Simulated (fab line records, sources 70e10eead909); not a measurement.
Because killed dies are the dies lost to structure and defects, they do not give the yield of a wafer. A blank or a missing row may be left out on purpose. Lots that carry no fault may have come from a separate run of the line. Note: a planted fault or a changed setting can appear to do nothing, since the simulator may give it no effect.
8D (eight disciplines) problem report, filled in by code | flow nand_harc | the parts of the form that need people (team, actions taken, sign-off) are left out

## 1. PROBLEM STATEMENT
Wafers without a fault read 63, standard deviation 18; killed_at_array at NHARC_END_SORT_01 reads a mean of 674 on 5 wafers belonging to 2 lots. Relative to the usual mean, that is a shift of +34 standard deviations.
The first sign was on wafer L375.2 at day 33 07:05, on prober-02. At this step, 6 wafers from 3 lots have a number in the record. By rule, "out" or "out of limits" means more than 4 standard deviations away from the usual mean. The other wafers with a number count as sound.

## 2. WHAT IT IS, WHAT IT ISN'T
question                    | is                           | is not
which readings at this step | killed_at_array, killed_dies | killed_at_other, killed_at_periphery, killed_open
which lots                  | L375, L376                   | L371
which wafers of those lots  | all that have a number       | -
read on which gauges        | prober-01, prober-02         | -
when                        | from day 33 07:05            | up to then (1 sound wafer)

## 3. WHAT RULES OUT EACH SUSPECT
Counting: a tool stays on the suspect list if, at a process step up to the reading, it processed all lots that are out and no sound lot following the first of them.
- the gauge at NHARC_END_SORT_01: ruled out. Those wafers that are out were read across 2 gauges (prober-01, prober-02).
- ald_sin_batch-02 at NHARC_A_CHANNEL_FILL_D1_ALD_15 (deposits SiNx, target thk 2 nm, pulse time 60 s, ald cycles 19): kept. All lots that are out passed through it, beginning with L375 at day 18 14:24, and no sound lot followed; its final sound lot before that point was L371 at day 16 20:29. Because NHARC_A_CHANNEL_FILL_D1_ALD_15 lacks a start for some lots, the hours and order of its lots are taken from NHARC_A_CHANNEL_FILL_D1_INSPECT_13.
- lpcvd-01 at NHARC_A_DECK1_JOINT_CVD_34 (deposits SiNx, target thk 20 nm): kept. All lots that are out passed through it, beginning with L375 at day 19 04:59, and no sound lot followed; its final sound lot before that point was L371 at day 17 10:34.
After counting, ald_sin_batch-02 at NHARC_A_CHANNEL_FILL_D1_ALD_15 and lpcvd-01 at NHARC_A_DECK1_JOINT_CVD_34 remain.

## 4. THE CAUSE (what the simulator had put in)
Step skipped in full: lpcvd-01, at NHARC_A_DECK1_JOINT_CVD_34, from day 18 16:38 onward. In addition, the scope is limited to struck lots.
Counting leaves 2 suspects; this tool is one of them.

## 5. THE EFFECT CHAIN, in route order
Each row: a reading where the mean over the struck wafers with a number is more than 3 standard deviations away from the usual. Scope: only readings with a usual standard deviation given in the record; hours: median across lots of the time from each lot's start at the first step in this table that gives one to its start at this step; sigmas: change in usual standard deviations.
hours | step              | reading         | usual | on struck wafers | change | sigmas
0     | NHARC_END_SORT_01 | killed_at_array | 63    | 674              | +611   | +34
0     | NHARC_END_SORT_01 | killed_dies     | 68    | 677              | +609   | +34
Readings that are blank on the struck wafers while sound wafers have them: pressure_mtorr at NHARC_A_DECK1_JOINT_CVD_34; spike_tc_bottom_C at NHARC_A_DECK1_JOINT_CVD_34; spike_tc_centre_C at NHARC_A_DECK1_JOINT_CVD_34.

## 6. WHAT WOULD HAVE CAUGHT IT SOONER
350 hours passed between the start of the fault at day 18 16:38 and the first reading out of limits at a measuring or inspecting step in this record, taken at day 33 07:05.
At NHARC_A_DECK1_JOINT_CVD_34 the tool's readings are blank on the struck wafers, where sound wafers have them: an empty tool record is the first sign, and it was there at once.
Lots out: 2; all had begun NHARC_A_DECK1_JOINT_CVD_34 on lpcvd-01 by day 33 07:05. None of them would have been spared by holding the tool at that moment.
